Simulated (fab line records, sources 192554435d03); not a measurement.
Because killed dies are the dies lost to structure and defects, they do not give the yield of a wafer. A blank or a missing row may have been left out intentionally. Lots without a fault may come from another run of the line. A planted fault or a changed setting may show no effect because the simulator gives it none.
Lot-split experiment    flow n5-finfet    21 wafers read from 7 lots, route of 1938 steps

ON THE SPLIT
At N5_BEOL_M12_COAT_04 (resist thk 400 nm), the setting spin-rpm was moved away from the recipe's 1625 rpm on 7 of the 21 wafers read, by -8.4% to +7.9%. This setting was run at the recipe's value on the other wafers.

FROM THE SPLIT TO THE READING: what the file shows between them, 2 steps
- N5_BEOL_M12_DESCUM_15: chemistry O2, time 7.9 s (also split here: time-s)
- N5_BEOL_M12_ETCH_59: etches BARC in N2/H2, target depth 89 nm, overetch 26.7 nm, time 67.9 s

THE READING
coat_of_BEOL_M12_COAT_04.thk-nm (the simulator's own value, which no gauge read), in nm, at N5_BEOL_M12_VIA_ETCH_16 (etches SiOC in C4F8/O2/Ar, target depth 724.8 nm). The file gives no usual value for it. The 14 wafers here that ran the recipe average 123.0 nm, standard deviation 4.1 nm.

wafer   tool, chamber at the split  spin-rpm as run, rpm  against the recipe  coat_of_BEOL_M12_COAT_04.thk-nm, nm  against lot-mates on the recipe
L075.1  litho-track-04, 0           1675                  +3.1%               111.8                                -10.0
L075.5  litho-track-04, 0           1625                  recipe              124.8                                -
L075.6  litho-track-04, 0           1625                  recipe              118.8                                -
L080.1  litho-track-04, 0           1625                  recipe              124.4                                -
L080.3  litho-track-04, 0           1625                  recipe              117.4                                -
L080.4  litho-track-04, 0           1625                  recipe              113.6                                -
L083.2  litho-track-01, 0           1700                  +4.6%               111.2                                -15.4
L083.3  litho-track-01, 0           1700                  +4.6%               116.6                                -10.0
L083.5  litho-track-01, 0           1625                  recipe              126.6                                -
L081.1  litho-track-04, 0           1625                  recipe              125.8                                -
L081.5  litho-track-04, 0           1754                  +7.9%               106.6                                -19.2
L081.6  litho-track-04, 0           1754                  +7.9%               104.2                                -21.6
L085.1  litho-track-01, 0           1625                  recipe              129.4                                -
L085.3  litho-track-01, 0           1625                  recipe              124.2                                -
L085.6  litho-track-01, 0           1625                  recipe              119.8                                -
L088.1  litho-track-04, 0           1625                  recipe              127                                  -
L088.2  litho-track-04, 0           1625                  recipe              122                                  -
L088.3  litho-track-04, 0           1625                  recipe              124.2                                -
L097.1  litho-track-01, 0           1488                  -8.4%               137.8                                +14.0
L097.5  litho-track-01, 0           1488                  -8.4%               143.4                                +19.6
L097.6  litho-track-01, 0           1625                  recipe              123.8                                -

FIT RESULTS
A straight line over all 21 wafers: coat_of_BEOL_M12_COAT_04.thk-nm changes by -2.16 nm for each +1% of spin-rpm; r = -0.91; the points scatter about the line by 3.9 nm.
The same after taking each lot's own level away (the mean of its wafers on the recipe; 21 wafers): -2.33 nm for each +1%; r = -0.95; scatter 3.2 nm.
On that fit, the largest move of spin-rpm shifts the reading by 20 nm.
Measured against the standard deviation above, the lots' own levels, which go from 118.47 to 126.60 nm, span 2.0 times it.
The two slopes are in agreement: the lot-to-lot level therefore moves the slope only a little.
Check: with one of the wafers moved furthest among these (-8.4%) left out of the fit, the line predicts +21 nm for it against its lot-mates. It came out at +14 nm against them.

THE OTHER SPLITS THESE WAFERS WENT THROUGH
Note: prior to the reading, these wafers also went through further splits. Each is held against what the fit with the lots' levels taken away leaves over:
other split on the same wafers      wafers away from the commonest value  r with coat_of_BEOL_M12_COAT_04.thk-nm (lot level and that fit taken away)
N5_BEOL_M11_PECVD_70 time-s         9                                     -0.09
N5_BEOL_M11_HM_DEP_02 target-thk-a  8                                     +0.09
N5_BEOL_M12_DESCUM_15 time-s        4                                     +0.50

THE WHOLE CHAIN: every reading that the file lists as answering this split, in the file's order
step                     what it does                                                             reading                                                                           change (the file's fit)               r (the file's)
N5_BEOL_M12_COAT_04      resist thk 400 nm                                                        coat_of_BEOL_M12_COAT_04.thk-nm (the simulator's own value, which no gauge read)  -2.07 nm for each +1% of the setting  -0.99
N5_BEOL_M12_ETCH_59      etches BARC in N2/H2, target depth 89 nm, overetch 26.7 nm, time 67.9 s  coat_of_BEOL_M12_COAT_04.thk-nm (the simulator's own value, which no gauge read)  -2.17 nm for each +1% of the setting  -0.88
N5_BEOL_M12_VIA_ETCH_16  etches SiOC in C4F8/O2/Ar, target depth 724.8 nm                         coat_of_BEOL_M12_COAT_04.thk-nm (the simulator's own value, which no gauge read)  -2.38 nm for each +1% of the setting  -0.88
N5_BEOL_M12_STRIP_63     strips in N2/H2                                                          strip-time-to-endpoint-s                                                          withheld for each +1% of the setting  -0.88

FILE'S OWN FIT
coat_of_BEOL_M12_COAT_04.thk-nm changes by -2.38 nm for each +1% of spin-rpm, r = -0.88.
